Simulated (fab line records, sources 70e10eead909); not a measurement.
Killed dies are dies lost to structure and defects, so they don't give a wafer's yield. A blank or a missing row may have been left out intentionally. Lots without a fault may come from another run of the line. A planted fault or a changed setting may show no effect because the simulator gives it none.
Chamber matching	flow nandHarc	NHARC_P_ZERO_WELL_DESCUM_54 on rieDiel-13 has 4 sister chambers
The step chemistry O2, time 3 s. 4 wafers are shown with their chamber, then 9 later ones without.

== WAFERS PAIRED WITH THEIR CHAMBERS ==
wafer	chamber	drypumpMotorCurrentA (A)
L084.6	0	5.3
L086.2	3	5.9
L086.5	2	5.5
L086.6	1	5.9

== WAFERS WITH NO CHAMBER GIVEN ==
wafer	drypumpMotorCurrentA (A)
L089.1	5.9
L089.4	5.2
L089.5	5.5
L094.1	5.9
L094.2	5.3
L094.5	5.9
L096.2	5.9
L096.3	5.9
L096.4	5.3

== WHICH CHAMBER EACH ONE RAN IN ==
wafer	from the rows above	in truth
L089.1	can't be placed: 1 or 3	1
L089.4	0	0
L089.5	2	2
L094.1	can't be placed: 1 or 3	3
L094.2	0	0
L094.5	can't be placed: 1 or 3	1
L096.2	can't be placed: 1 or 3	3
L096.3	can't be placed: 1 or 3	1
L096.4	0	0
Correctly placed: 4 of 9. Unplaceable from these rows: 5, with the true chamber sitting among the candidates in 5. Number placed wrongly: 0.
How it was worked out, from the rows above alone: a wafer's distance from a chamber is the root of the sum, over the readings, of the square of ((its reading less the chamber's mean) divided by the reading's scatter). The wafer belongs to the nearest chamber; if the next one is less than 2 further off, it can't be placed. The mean given for a chamber averages the wafers shown for that chamber. The scatter (one wafer shown for each chamber): square how far every hidden wafer sits from the nearest shown wafer, average those squares and take the square root.
